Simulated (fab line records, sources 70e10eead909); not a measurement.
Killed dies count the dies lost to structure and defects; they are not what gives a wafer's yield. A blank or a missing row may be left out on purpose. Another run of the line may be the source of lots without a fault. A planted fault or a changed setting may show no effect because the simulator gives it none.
Matching of chambers + flow nand harc + NHARC_A_STAIRCASE_DEP_280 on pecvd-01 has 3 sister chambers
The step deposits SiON, target thk 30 nm. 3 wafers are shown with their chamber, then 10 later ones without.

== WAFERS PAIRED WITH THEIR CHAMBERS ==
| wafer  | chamber | heater power w (W) |
|--------|---------|--------------------|
| L091.1 | 0       | 901                |
| L092.2 | 1       | 716                |
| L092.4 | 2       | 797                |

== WAFERS MISSING THEIR CHAMBER ==
| wafer  | heater power w (W) |
|--------|--------------------|
| L092.6 | 869                |
| L090.4 | 871                |
| L090.5 | 717                |
| L090.6 | 798                |
| L095.1 | 806                |
| L095.3 | 774                |
| L095.5 | 814                |
| L094.1 | 849                |
| L094.3 | 808                |
| L094.4 | 714                |

== WHICH CHAMBER EACH ONE RAN IN ==
| wafer  | from the rows above     | in truth                   |
|--------|-------------------------|----------------------------|
| L092.6 | can't be placed: 0 or 2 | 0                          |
| L090.4 | can't be placed: 0 or 2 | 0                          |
| L090.5 | 1                       | 1                          |
| L090.6 | 2                       | 2                          |
| L095.1 | 2                       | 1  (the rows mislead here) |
| L095.3 | can't be placed: 2 or 1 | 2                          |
| L095.5 | 2                       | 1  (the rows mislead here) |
| L094.1 | can't be placed: 0 or 2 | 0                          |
| L094.3 | 2                       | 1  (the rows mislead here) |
| L094.4 | 1                       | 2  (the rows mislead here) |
Correctly placed: 2 of 10. From these rows, 4 cannot be placed; in 4 the true chamber is one of the candidates. 4 placed wrongly.
How it was worked out, from the rows above alone: a wafer's distance from a chamber is the root of the sum, over the readings, of the square of ((its reading less the chamber's mean) divided by the reading's scatter). The wafer belongs to the nearest chamber; if the next one is less than 2 further off, it can't be placed. The mean given for a chamber averages the wafers shown for that chamber. The scatter: with one shown wafer a chamber, the root of the mean of the squares of how far each hidden wafer lies from its nearest shown one.
